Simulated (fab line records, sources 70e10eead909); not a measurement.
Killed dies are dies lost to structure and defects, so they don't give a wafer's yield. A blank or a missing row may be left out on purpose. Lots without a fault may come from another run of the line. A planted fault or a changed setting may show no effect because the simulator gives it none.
fab line records | flow nand_harc
record lots=6 wafers=17 last_day=21
route steps=1159 shown A_BONDPAD@1089 HYBRID_BOND@1094 THIN_TSV@1101 END@1159
lots that met no fault: from a run of the same line without faults
start_h: hours from the record's first day to the start of the lot's first wafer shown | wait_h: hours since the lot's step before | " the same as in the row above | L1.1+2: a row that stands for several wafers | - no value, or no start given | * or withheld: withheld | < > ~ a bound
route shown NAME@n: a module of which the file shows steps, and the number in the route of the first | usual: mean/standard deviation of fault-free wafers | same: alike in all rows | chamber/n: place in a boat | sites: the reading at each site | _std_site: their standard deviation | _edge_site: outer sites' mean less inner sites' | radius_mm: how far each site lies from the wafer's centre | mask NAME#n: copy n | behind: the tool/chamber that last shaped the wafer | hold: why the lot was held/for how many hours/how that ended | device: the transistor (n, p or np) that didn't switch | end of line: the same wafers' tests at the end of the route | a step without rows: its recipe alone | killed: dies lost to structure and defects at the first sort, not the wafer's yield | map: a wafer's dies, x killed, . not, _ none there
set.NAME: the setting as run; set.NAME@STEP: as run at that earlier step | model.NAME: the simulator's own value behind a step, which no gauge read
lots at some steps of the route; a table a step, a row a wafer
services: from which hour (start_h, from the record's first day; less than 0 if before it) a tool's chamber was out of use, for how many hours, and why
## steps
# step NHARC_A_BONDPAD_THK_MEAS_20
# recipe thk_meas_gauge=xrf
# usual thk_nm=169.8/1.4
# columns lot.wafer tool chamber start_h wait_h thk_nm
L443.1 film_metro-02 - 418.44 - 171.4
L443.2 " - " " 169.8
L443.3 " - " " 170.3
L447.1 film_metro-02 - 419.74 - 169.3
L447.3 " - " " 172.9
L447.4 " - " " 170.2
L444.1 film_metro-01 - 420.30 - 168.6
L444.2 " - " " 171.8
L444.4 " - " " 168.5
L445.2 film_metro-01 - 423.76 - 169.3
L445.3 " - " " 168.8
L445.5 " - " " 171.7
L449.1 film_metro-01 - 453.47 - 169.4
L449.5 " - " " 169.7
L449.6 " - " " 169.2
L452.2 film_metro-01 - 475.11 - 168.4
L452.3 " - " " 170.8
# step NHARC_A_BONDPAD_SRD_21
# recipe time_s=30 temp_c=23 dry_time_s=20 spin_rpm=1500
# step NHARC_A_BONDPAD_INSPECT_23
# usual raw_defect_count=444/100
# columns lot.wafer tool chamber start_h wait_h raw_defect_count
L443.1 defect_inspect-01 - 418.64 0.0 373
L443.2 " - " " 380
L443.3 " - " " 353
L447.1 defect_inspect-02 - 419.94 0.0 428
L447.3 " - " " 399
L447.4 " - " " 331
L444.1 defect_inspect-01 - 420.53 0.0 335
L444.2 " - " " 337
L444.4 " - " " 368
L445.2 defect_inspect-01 - 423.96 0.0 660
L445.3 " - " " 360
L445.5 " - " " 483
L449.1 defect_inspect-01 - 453.68 0.0 454
L449.5 " - " " 465
L449.6 " - " " 567
L452.2 defect_inspect-01 - 475.32 0.0 362
L452.3 " - " " 311
# step NHARC_HYBRID_BOND_ACTIVATE_00
# recipe time_s=60 n2_flow_sccm=200 ar_flow_sccm=0 bias_power_w=0 chemistry=N2
# usual drypump_motor_current_A=5.7/0.41 mfc_ar_sccm=0.003/0.0057 oes_product_au=1.001/0.0079 rf_vpp_V=64.3/0.82 showerhead_plenum_p_Torr=1.78/0.083
# columns lot.wafer tool chamber start_h wait_h drypump_motor_current_A mfc_ar_sccm oes_product_au rf_hours_counter_h rf_vpp_V showerhead_plenum_p_Torr
L443.2 rie_diel-09 2 418.71 0.1 5.7 0 0.990 13 63.1 1.76
L443.3 " 3 " " 6.2 0 0.991 12 66.6 1.90
L443.1 " 1 " " 5.0 0 0.989 13 64.5 1.84
L447.4 rie_diel-09 0 420.00 0.1 5.7 0.012 1.003 12 62.8 1.67
L447.1 " 2 " " 5.7 0 0.991 14 64.1 1.76
L447.3 " 3 " " 6.2 0 1.002 13 64.7 1.90
L444.1 rie_diel-09 2 420.59 0.1 5.7 0 0.988 14 63.5 1.76
L444.2 " 0 " " 5.7 0.012 0.999 12 63.2 1.67
L444.4 " 1 " " 5.0 0 0.995 13 65.2 1.84
L445.2 rie_diel-09 3 424.02 0.1 6.2 0 0.985 14 64.8 1.90
L445.3 " 0 " " 5.7 0.012 0.989 13 64.7 1.67
L445.5 " 0 " " 5.7 0.012 0.988 - 63.9 1.67
L449.1 rie_diel-09 0 453.78 0.1 5.7 0.012 1.018 1 64.3 1.67
L449.6 " 1 " " 5.0 0 1.004 - 64.3 1.84
L449.5 " 2 " " 5.7 0 0.995 - 64.9 1.76
L452.3 rie_diel-09 1 475.38 0.1 5.0 0 1.005 3 64.4 1.84
L452.2 " 2 " " 5.7 0 0.996 2 63.4 1.76
# step NHARC_HYBRID_BOND_PRECLEAN_01
# recipe time_s=300 temp_c=23 chemistry=DIW
# step NHARC_HYBRID_BOND_SRD_02
# recipe time_s=30 temp_c=23 dry_time_s=20 spin_rpm=1500
# step NHARC_HYBRID_BOND_BOND_03
# recipe temp_c=25
# step NHARC_HYBRID_BOND_ANNEAL_04
# recipe temp_c=300 time_s=7200 ramp_up_c_per_min=5 ramp_down_c_per_min=3 idle_temp_c=100 pressure_atm=1
# step NHARC_HYBRID_BOND_OVL_MEAS_05
# usual overlay_x_nm=1/31 overlay_y_nm=3/31
# columns lot.wafer tool chamber start_h wait_h overlay_x_nm overlay_y_nm
L447.1 overlay-01 - 429.60 0.4 4 -4
L447.3 " - " " 39 21
L447.4 " - " " 15 42
L443.1 overlay-02 - 429.60 0.4 41 -23
L443.2 " - " " -65 52
L443.3 " - " " -25 1
L444.1 overlay-02 - 429.62 0.4 3 -77
L444.2 " - " " -12 25
L444.4 " - " " -13 -1
L445.2 overlay-02 - 435.11 0.4 -20 41
L445.3 " - " " -39 72
L445.5 " - " " -6 20
L449.1 overlay-01 - 464.13 0.4 -26 50
L449.5 " - " " -8 -55
L449.6 " - " " -34 20
L452.2 overlay-02 - 482.43 0.4 12 36
L452.3 " - " " 57 18
# step NHARC_HYBRID_BOND_INSPECT_06
# recipe inspect_instrument=ir_void
# usual raw_defect_count=32/15
# columns lot.wafer tool chamber start_h wait_h raw_defect_count
L447.1 defect_inspect-02 - 429.67 0.1 36
L447.3 " - " " 28
L447.4 " - " " 32
L443.1 defect_inspect-02 - 429.69 0.1 24
L443.2 " - " " 26
L443.3 " - " " 15
L444.1 defect_inspect-02 - 429.74 0.1 9
L444.2 " - " " 16
L444.4 " - " " 14
L445.2 defect_inspect-02 - 435.18 0.1 43
L445.3 " - " " 24
L445.5 " - " " 20
L449.1 defect_inspect-01 - 464.18 0.0 29
L449.5 " - " " 28
L449.6 " - " " 29
L452.2 defect_inspect-02 - 482.50 0.1 44
L452.3 " - " " 45
# step NHARC_THIN_TSV_GRIND_00
# recipe target_thk_um=6
# usual motor_current_A=11.999/0.021
# columns lot.wafer tool chamber start_h wait_h motor_current_A
L447.1 grinder-01 0 431.01 1.3 11.998
L447.3 " 0 " " 11.965
L447.4 " 0 " " 11.991
L443.1 grinder-01 0 432.20 2.5 12.011
L443.2 " 0 " " 12.028
L443.3 " 0 " " 11.980
L444.1 grinder-01 0 434.63 4.9 12.024
L444.2 " 0 " " 11.967
L444.4 " 0 " " 11.973
L445.2 grinder-01 0 436.05 0.9 12.002
L445.3 " 0 " " 12.021
L445.5 " 0 " " 11.985
L449.1 grinder-01 0 464.33 0.1 11.981
L449.5 " 0 " " 12.006
L449.6 " 0 " " 12.009
L452.2 grinder-01 0 485.25 2.8 12.012
L452.3 " 0 " " 12.022
# step NHARC_THIN_TSV_CMP_01
# recipe target_thk_um=3
# usual motor_current_A=12.1/1.2 retaining_ring_pressure_frac=1.000/0.0055
# columns lot.wafer tool chamber start_h wait_h motor_current_A retaining_ring_pressure_frac
L447.4 cmp-01 0 432.23 0.4 10.6 0.996
L447.3 " 1 " " 14.0 1.002
L447.1 " 2 " " 11.5 0.995
L443.1 cmp-03 2 433.46 1.1 11.8 0.990
L443.3 " 0 " " 13.3 0.998
L443.2 " 1 " " 13.2 1.000
L444.4 cmp-03 3 435.88 0.4 14.9 1.004
L444.2 " 0 " " 13.4 1.003
L444.1 " 1 " " 12.8 0.997
L445.2 cmp-01 3 437.10 0.8 11.6 1.003
L445.3 " 1 " " 13.9 1.004
L445.5 " 3 " " 11.0 1.009
L449.1 cmp-04 0 465.57 1.0 11.3 1.003
L449.5 " 0 " " 11.8 0.999
L449.6 " 1 " " 10.9 1.003
L452.3 cmp-03 3 486.34 0.7 14.6 0.997
L452.2 " 0 " " 12.8 1.004
# step NHARC_THIN_TSV_SRD_03
# step NHARC_THIN_TSV_PRECLEAN_41
# recipe time_s=* temp_c=50 bath_age_min=0 chemistry=SC1
# step NHARC_THIN_TSV_SRD_42
# step NHARC_THIN_TSV_DEP_43
# recipe target_thk_a=13285 temp_c=withheld pressure_torr=6.5 rf_w=900 teos_flow_sccm=161.4 flow_sccm=2650 target_thk_nm=1328.5 gas=O2 material=SiO2
# step NHARC_THIN_TSV_DEHYDRATE_04
# recipe temp_c=150 time_s=120
# step NHARC_THIN_TSV_HMDS_05
# recipe time_s=30
# step NHARC_THIN_TSV_COAT_06
# recipe spin_rpm=*
# step NHARC_THIN_TSV_SOFTBAKE_07
# recipe temp_c=122 time_s=95
# step NHARC_THIN_TSV_EBR_08
# step NHARC_THIN_TSV_EXPOSE_09
# recipe na=0.55 dose_mj=30.7 mask_id=TSV
# step NHARC_THIN_TSV_PEB_10
# recipe peb_temp_c=118 peb_time_s=85
# step NHARC_THIN_TSV_DEVELOP_11
# recipe time_s=70
# step NHARC_THIN_TSV_CD_MEAS_12
# recipe target_cd_nm=1000 landing_energy_ev=500
# usual cd_nm=999.4/1.4
# same landing_energy_ev=500
# columns lot.wafer tool chamber start_h wait_h cd_nm
L447.1 cd_sem-02 0 433.57 - 997.0
L447.3 " 0 " " 1000.1
L447.4 " 0 " " 998.8
L443.1 cd_sem-01 0 434.78 - 1001.0
L443.2 " 0 " " 1001.5
L443.3 " 0 " " 998.5
L444.1 cd_sem-01 0 437.27 - 1001.3
L444.2 " 0 " " 1001.1
L444.4 " 0 " " 1001.3
L445.2 cd_sem-01 0 438.39 - 997.8
L445.3 " 0 " " 998.5
L445.5 " 0 " " 1000.0
L449.1 cd_sem-03 0 466.77 - 1001.5
L449.5 " 0 " " 998.2
L449.6 " 0 " " 1001.4
L452.2 cd_sem-02 0 487.74 - 1000.2
L452.3 " 0 " " 997.3
# step NHARC_THIN_TSV_HARDBAKE_13
# recipe temp_c=125 time_s=80
# step NHARC_THIN_TSV_DESCUM_14
# recipe time_s=3 o2_flow_sccm=200 ar_flow_sccm=0 bias_power_w=0 chemistry=O2
# step NHARC_THIN_TSV_ETCH_44
# recipe target_depth_a=15942 time_s=797.1 cf4_flow_sccm=150 o2_flow_sccm=10 ar_flow_sccm=0 rf_w=300 bias_w=800 chemistry=CF4/O2
# step NHARC_THIN_TSV_ETCH_15
# recipe target_depth_a=30000 bosch_target_overetch_cycles=2 bosch_etch_step_s=2.8 bosch_dep_step_s=1.2 bosch_cycles=14
# step NHARC_THIN_TSV_CD_MEAS_16
# usual cd_nm=999.2/1.4
# columns lot.wafer tool chamber start_h wait_h cd_nm
L447.1 cd_sem-03 - 434.58 0.1 997.1
L447.3 " - " " 1000.6
L447.4 " - " " 997.9
L443.1 cd_sem-01 - 435.77 0.1 1000.3
L443.2 " - " " 1001.2
L443.3 " - " " 997.9
L444.1 cd_sem-03 - 438.26 0.2 1001.3
L444.2 " - " " 1001.7
L444.4 " - " " 1001.0
L445.2 cd_sem-01 - 439.40 0.1 997.7
L445.3 " - " " 999.0
L445.5 " - " " 999.3
L449.1 cd_sem-02 - 467.75 0.1 1000.3
L449.5 " - " " 997.7
L449.6 " - " " 1001.3
L452.2 cd_sem-02 - 488.70 0.1 999.9
L452.3 " - " " 997.5
# step NHARC_THIN_TSV_STRIP_45
# recipe power_w=1500 temp_c=250 chemistry=O2
# usual drypump_motor_current_A=6.0/0.31 heater_power_w=319/17
# columns lot.wafer tool chamber start_h wait_h drypump_motor_current_A heater_power_w rf_hours_counter_h
L447.1 plasma_asher-01 0 434.65 0.1 5.8 334 49
L447.4 " 0 " " 5.8 336 -
L447.3 " 1 " " 5.9 309 -
L443.1 plasma_asher-01 0 435.84 0.1 5.9 333 50
L443.2 " 1 " " 5.9 306 50
L443.3 " 1 " " 5.9 314 -
L444.2 plasma_asher-02 1 438.33 0.1 6.6 293 23
L444.1 " 0 " " 6.0 306 23
L444.4 " 0 " " 6.0 298 -
L445.2 plasma_asher-01 1 439.52 0.1 5.8 316 52
L445.3 " 1 " " 5.8 299 -
L445.5 " 0 " " 5.8 334 -
L449.1 plasma_asher-02 0 467.87 0.1 6.0 305 36
L449.6 " 1 " " 6.6 305 -
L449.5 " 0 " " 6.0 303 -
L452.2 plasma_asher-01 1 488.82 0.1 5.8 317 8
L452.3 " 0 " " 5.9 336 -
# step NHARC_THIN_TSV_STRIP_46
# recipe time_s=1200 temp_c=72.5 chemistry=post_etch_residue_remover
# step NHARC_THIN_TSV_DEP_47
# recipe target_thk_a=2000 temp_c=withheld pressure_torr=6.5 rf_w=900 teos_flow_sccm=161.4 flow_sccm=2650 target_thk_nm=200 gas=O2 material=SiO2
# step NHARC_THIN_TSV_ETCHBACK_48
# recipe target_depth_a=10285 over_etch_frac=0.3 time_s=405.17 ion_energy_ev=250 c4f8_flow_sccm=withheld ar_flow_sccm=withheld rf_w=600 bias_w=300 chemistry=C4F8/Ar
# step NHARC_THIN_TSV_STRIP_62
# recipe power_w=1500 temp_c=250 time_s=20 chemistry=N2/H2
# step NHARC_THIN_TSV_DEGAS_49
# recipe temp_c=300 time_s=120
# usual heater_power_w=474/68 susceptor_temp_C=299.99/0.19
# columns lot.wafer tool chamber start_h wait_h heater_power_w susceptor_temp_C
L447.4 pvd_sputter-02 - 436.47 0.1 576 299.97
L447.3 " - " " 450 299.84
L447.1 " - " " 422 299.83
L443.3 pvd_sputter-02 - 437.58 0.1 441 300.14
L443.1 " - " " 439 300.29
L443.2 " - " " 593 300.09
L444.2 pvd_sputter-01 - 440.06 0.1 567 300.20
L444.1 " - " " 414 300.12
L444.4 " - " " 354 299.83
L445.2 pvd_sputter-03 - 441.25 0.2 410 300.22
L445.3 " - " " 463 300.08
L445.5 " - " " 569 300.25
L449.1 pvd_sputter-01 - 469.56 0.1 483 299.87
L449.6 " - " " 556 300.20
L449.5 " - " " 494 299.85
L452.3 pvd_sputter-02 - 490.62 0.1 423 299.87
L452.2 " - " " 580 299.96
# step NHARC_THIN_TSV_PRE_CLEAN_50
# recipe time_s=30 temp_c=280 gas=H2/He
# usual heater_power_w=416/61 susceptor_temp_C=279.96/0.17
# columns lot.wafer tool chamber start_h wait_h heater_power_w susceptor_temp_C
L447.3 pvd_sputter-02 - - - 440 280.15
L447.4 " - " " 375 279.93
L447.1 " - " " 515 280.04
L443.2 pvd_sputter-02 - - - 392 279.86
L443.3 " - " " 371 280.01
L443.1 " - " " 527 280.17
L444.4 pvd_sputter-01 - - - 315 279.69
L444.1 " - " " 498 280.01
L444.2 " - " " 413 280.00
L445.2 pvd_sputter-03 - - - 355 -
L445.3 " - " " 405 -
L445.5 " - " " 470 -
L449.1 pvd_sputter-01 - - - 426 279.82
L449.5 " - " " 322 280.11
L449.6 " - " " 493 280.23
L452.3 pvd_sputter-02 - - - 508 280.14
L452.2 " - " " 377 279.96
# step NHARC_THIN_TSV_PVD_19
# recipe target_thk_a=200 chamber_pressure_pa=5 material=TaN
# step NHARC_THIN_TSV_PVD_51
# recipe target_thk_a=1000 chamber_pressure_pa=5 material=Cu
# step NHARC_END_SORT_01
# recipe temp_c=25
# usual defect_limited_yield=95.7/1.5 killed_at_array=25/9.8 killed_at_other=0.8/1.1 killed_at_periphery=3.3/2.1 killed_dies=29/10 killed_open=3.3/1.8 killed_short=1.9/1.4 sort_bin_2_pct=1.3/0.6 sort_bin_3_pct=0.25/0.23 sort_bin_4_pct=2.8/0.97 sort_n_pass=648/10 sort_rim_yield_pct=95/3.2 sort_yield_pct=95.7/1.5
# same gross_dies=677 sort_bin_5_pct[%]=0 sort_bin_6_pct[%]=0 sort_bin_7_pct[%]=0 sort_bin_8_pct[%]=0 sort_rim_n_gross=106.00
# columns lot.wafer tool chamber start_h wait_h defect_limited_yield[%] killed_at_array killed_at_other killed_at_periphery killed_dies killed_open killed_short sort_bin_2_pct[%] sort_bin_3_pct[%] sort_bin_4_pct[%] sort_n_pass sort_rim_yield_pct[%] sort_yield_pct[%]
L449.1 prober-02 0 488.18 2.5 0 22 654 1 677 1 2 97.8 0.44 1.8 0 0 0
L449.5 prober-02 0 491.42 3.7 0 20 654 3 677 0 1 97.2 0.74 2.1 0 0 0
L449.6 prober-02 0 492.23 4.0 0 21 653 3 677 3 3 97.3 0 2.7 0 0 0
L452.2 prober-02 0 510.65 2.8 0 40 634 3 677 4 1 95.4 0.44 4.1 0 0 0
L452.3 prober-02 0 511.45 3.1 0 42 632 3 677 4 3 95.3 0.44 4.3 0 0 0
# killed by level:class
L449.1 THIN_TSV:area_cmp=654 A_CHANNEL_HOLE_D1:chamber_film_flake=9 A_STAIRCASE:chamber_film_flake=6 A_CONTACT:chamber_film_flake=3 A_CHANNEL_FILL_D1:geometric_particle:open=1 A_SGD_CUT:geometric_particle:short=1 A_WL_FILL:geometric_particle:short=1 P_STI:chamber_film_flake=1
L449.5 THIN_TSV:area_cmp=654 A_CHANNEL_HOLE_D1:chamber_film_flake=12 P_STI:chamber_film_flake=3 A_ZERO_WELL:chamber_film_flake=2 A_WL_FILL:chamber_film_flake=2 A_CONTACT:chamber_film_flake=2 A_CONTACT:geometric_particle:short=1 A_STAIRCASE:chamber_film_flake=1
L449.6 THIN_TSV:area_cmp=653 A_STAIRCASE:chamber_film_flake=8 A_CHANNEL_HOLE_D1:chamber_film_flake=6 A_WL_FILL:chamber_film_flake=2 P_CONTACT:geometric_particle:open=1 P_M1:geometric_particle:short=1 A_CHANNEL_FILL_D1:geometric_particle:open=1 A_STAIRCASE:geometric_particle:short=1
L452.2 THIN_TSV:area_cmp=630 A_SLIT:chamber_film_flake=14 A_CHANNEL_HOLE_D1:chamber_film_flake=13 A_CONTACT:chamber_film_flake=4 THIN_TSV:chamber_film_flake=4 P_GATE:chamber_film_flake=2 A_CHANNEL_FILL_D1:chamber_film_flake=2 A_M0:chamber_film_flake=2
L452.3 THIN_TSV:area_cmp=626 A_SLIT:chamber_film_flake=15 A_CHANNEL_HOLE_D1:chamber_film_flake=12 A_CONTACT:chamber_film_flake=6 THIN_TSV:chamber_film_flake=6 A_WL_FILL:geometric_particle:short=2 P_M0:geometric_particle:open=1 A_ONON_D1:geometric_particle:open=1
# map L449.1 (x killed, . not)
____________x____________
_________xxxxxxx_________
_______xxxxxxxxxxx_______
______xxxxxxxxxxxxx______
_____xxxxxxxxxxxxxxx_____
____xxxxxxxxxxxxxxxxx____
____xxxxxxxxxxxxxxxxx____
___xxxxxxxxxxxxxxxxxxx___
___xxxxxxxxxxxxxxxxxxx___
__xxxxxxxxxxxxxxxxxxxxx__
__xxxxxxxxxxxxxxxxxxxxx__
_xxxxxxxxxxxxxxxxxxxxxxx_
_xxxxxxxxxxxxxxxxxxxxxxx_
_xxxxxxxxxxxxxxxxxxxxxxx_
_xxxxxxxxxxxxxxxxxxxxxxx_
_xxxxxxxxxxxxxxxxxxxxxxx_
xxxxxxxxxxxxxxxxxxxxxxxxx
xxxxxxxxxxxxxxxxxxxxxxxxx
xxxxxxxxxxxxxxxxxxxxxxxxx
xxxxxxxxxxxxxxxxxxxxxxxxx
xxxxxxxxxxxxxxxxxxxxxxxxx
_xxxxxxxxxxxxxxxxxxxxxxx_
_xxxxxxxxxxxxxxxxxxxxxxx_
_xxxxxxxxxxxxxxxxxxxxxxx_
_xxxxxxxxxxxxxxxxxxxxxxx_
_xxxxxxxxxxxxxxxxxxxxxxx_
__xxxxxxxxxxxxxxxxxxxxx__
__xxxxxxxxxxxxxxxxxxxxx__
___xxxxxxxxxxxxxxxxxxx___
___xxxxxxxxxxxxxxxxxxx___
____xxxxxxxxxxxxxxxxx____
____xxxxxxxxxxxxxxxxx____
_____xxxxxxxxxxxxxxx_____
______xxxxxxxxxxxxx______
_______xxxxxxxxxxx_______
_________xxxxxxx_________
____________x____________
# map L452.2 (x killed, . not)
____________x____________
_________xxxxxxx_________
_______xxxxxxxxxxx_______
______xxxxxxxxxxxxx______
_____xxxxxxxxxxxxxxx_____
____xxxxxxxxxxxxxxxxx____
____xxxxxxxxxxxxxxxxx____
___xxxxxxxxxxxxxxxxxxx___
___xxxxxxxxxxxxxxxxxxx___
__xxxxxxxxxxxxxxxxxxxxx__
__xxxxxxxxxxxxxxxxxxxxx__
_xxxxxxxxxxxxxxxxxxxxxxx_
_xxxxxxxxxxxxxxxxxxxxxxx_
_xxxxxxxxxxxxxxxxxxxxxxx_
_xxxxxxxxxxxxxxxxxxxxxxx_
_xxxxxxxxxxxxxxxxxxxxxxx_
xxxxxxxxxxxxxxxxxxxxxxxxx
xxxxxxxxxxxxxxxxxxxxxxxxx
xxxxxxxxxxxxxxxxxxxxxxxxx
xxxxxxxxxxxxxxxxxxxxxxxxx
xxxxxxxxxxxxxxxxxxxxxxxxx
_xxxxxxxxxxxxxxxxxxxxxxx_
_xxxxxxxxxxxxxxxxxxxxxxx_
_xxxxxxxxxxxxxxxxxxxxxxx_
_xxxxxxxxxxxxxxxxxxxxxxx_
_xxxxxxxxxxxxxxxxxxxxxxx_
__xxxxxxxxxxxxxxxxxxxxx__
__xxxxxxxxxxxxxxxxxxxxx__
___xxxxxxxxxxxxxxxxxxx___
___xxxxxxxxxxxxxxxxxxx___
____xxxxxxxxxxxxxxxxx____
____xxxxxxxxxxxxxxxxx____
_____xxxxxxxxxxxxxxx_____
______xxxxxxxxxxxxx______
_______xxxxxxxxxxx_______
_________xxxxxxx_________
____________x____________
## services
# columns tool chamber start_h hours kind
cmp-04 - 400.04 4.0 pm
rie_diel-09 0 410.10 - clean
rie_diel-09 1 410.10 - clean
rie_diel-09 2 410.10 - clean
rie_diel-09 3 410.10 - clean
rie_diel-09 2 422.71 1.5 repair
pvd_sputter-01 - 423.68 14.6 repair
rie_diel-09 2 427.69 16.2 repair
rie_diel-09 - 431.10 9.0 pm
rie_diel-09 0 431.10 9.0 vent_cycle
rie_diel-09 1 431.10 9.0 vent_cycle
rie_diel-09 3 431.10 9.0 vent_cycle
rie_diel-09 0 440.10 - clean
cmp-01 - 440.52 10.1 repair
cmp-03 - 445.12 1.9 repair
rie_diel-09 2 447.96 3.0 repair
cmp-03 - 450.18 4.0 pm
pvd_sputter-01 - 452.56 1.1 repair
plasma_asher-01 - 453.00 9.0 pm
pvd_sputter-03 - 456.19 2.4 repair
cmp-03 - 465.34 1.6 repair
cmp-01 - 473.50 4.0 pm
plasma_asher-01 - 484.49 3.4 repair
pvd_sputter-03 - 487.68 5.5 repair
## key
first_sign step=NHARC_END_SORT_01 reading=killed_at_other direction=up sigmas=99+ usual=0.8 struck=645.4
effect step=NHARC_END_SORT_01 reading=sort_bin_2_pct direction=up sigmas=99+ usual=1.3 struck=96.6
more_kills_born_at NHARC_THIN_TSV_CMP_01@cmp-04=1961 NHARC_THIN_TSV_CMP_01@cmp-03=1256
met_at NHARC_THIN_TSV_GRIND_00
struck_wafers L449.1,L449.5,L449.6,L452.2,L452.3
later_rows_left_out L449.1,L449.5,L449.6,L452.2,L452.3
onset_between 436.05 464.33
also_fits time
fault kind=process_parameter_drift tool=grinder-01 chamber=- onset_h=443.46 steps=NHARC_THIN_TSV_GRIND_00 channel=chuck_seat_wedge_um offset=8 shape=step
# later_rows_left_out: the simulator's readings of these wafers behind a module that went badly wrong aren't trusted and aren't shown, but for the sort
